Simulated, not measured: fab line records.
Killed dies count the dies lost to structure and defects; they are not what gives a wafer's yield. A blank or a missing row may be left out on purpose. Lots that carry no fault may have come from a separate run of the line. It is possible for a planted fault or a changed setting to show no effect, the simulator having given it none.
Matching of chambers / flow nandHarc / 4 sister chambers for NHARC_A_WL_FILL_ALD_00 on aldHk-04
The step deposits Al2O3, target thk 3 nm, pulse time 3 s, ald cycles 30. 8 wafers are shown with their chamber, then 11 later ones without.

WAFERS PAIRED WITH THEIR CHAMBERS
wafer=L088.3; chamber=2; heaterPowerW (W)=508; precursorPulseHeightRel=0.954
wafer=L088.6; chamber=0; heaterPowerW (W)=442; precursorPulseHeightRel=1.001
wafer=L089.2; chamber=1; heaterPowerW (W)=392; precursorPulseHeightRel=0.962
wafer=L089.5; chamber=2; heaterPowerW (W)=505; precursorPulseHeightRel=0.946
wafer=L087.4; chamber=3; heaterPowerW (W)=578; precursorPulseHeightRel=0.991
wafer=L087.5; chamber=0; heaterPowerW (W)=443; precursorPulseHeightRel=0.981
wafer=L087.6; chamber=3; heaterPowerW (W)=567; precursorPulseHeightRel=0.981
wafer=L087.1; chamber=1; heaterPowerW (W)=406; precursorPulseHeightRel=1.023

WAFERS WHOSE CHAMBER IS MISSING
wafer=L087.2; heaterPowerW (W)=432; precursorPulseHeightRel=0.998
wafer=L087.3; heaterPowerW (W)=479; precursorPulseHeightRel=1.005
wafer=L091.2; heaterPowerW (W)=428; precursorPulseHeightRel=1.012
wafer=L091.5; heaterPowerW (W)=441; precursorPulseHeightRel=0.985
wafer=L091.6; heaterPowerW (W)=552; precursorPulseHeightRel=1.000
wafer=L092.3; heaterPowerW (W)=551; precursorPulseHeightRel=0.991
wafer=L092.5; heaterPowerW (W)=413; precursorPulseHeightRel=0.995
wafer=L092.6; heaterPowerW (W)=435; precursorPulseHeightRel=1.003
wafer=L096.2; heaterPowerW (W)=485; precursorPulseHeightRel=0.982
wafer=L096.4; heaterPowerW (W)=425; precursorPulseHeightRel=0.960
wafer=L096.5; heaterPowerW (W)=398; precursorPulseHeightRel=1.007

CHAMBER TAKEN BY EACH
wafer=L087.2; from the rows above=0; in truth=0
wafer=L087.3; from the rows above=can't be placed: 2 or 0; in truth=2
wafer=L091.2; from the rows above=0; in truth=0
wafer=L091.5; from the rows above=0; in truth=0
wafer=L091.6; from the rows above=3; in truth=3
wafer=L092.3; from the rows above=3; in truth=3
wafer=L092.5; from the rows above=1; in truth=1
wafer=L092.6; from the rows above=0; in truth=0
wafer=L096.2; from the rows above=2; in truth=2
wafer=L096.4; from the rows above=can't be placed: 0 or 1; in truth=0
wafer=L096.5; from the rows above=1; in truth=1
Correct placement for 9 of the 11. From these rows, 2 cannot be placed; in 2 the true chamber is one of the candidates. Number placed wrongly: 0.
How it was worked out, from the rows above alone: a wafer's distance from a chamber is the root of the sum, over the readings, of the square of ((its reading less the chamber's mean) divided by the reading's scatter). The wafer belongs to the nearest chamber; if the next one is less than 2 further off, it can't be placed. The mean given for a chamber averages the wafers shown for that chamber. The scatter is the square root of a quotient: the sum, over the shown wafers, of each reading's squared deviation from its chamber's mean, divided by wafers minus chambers.
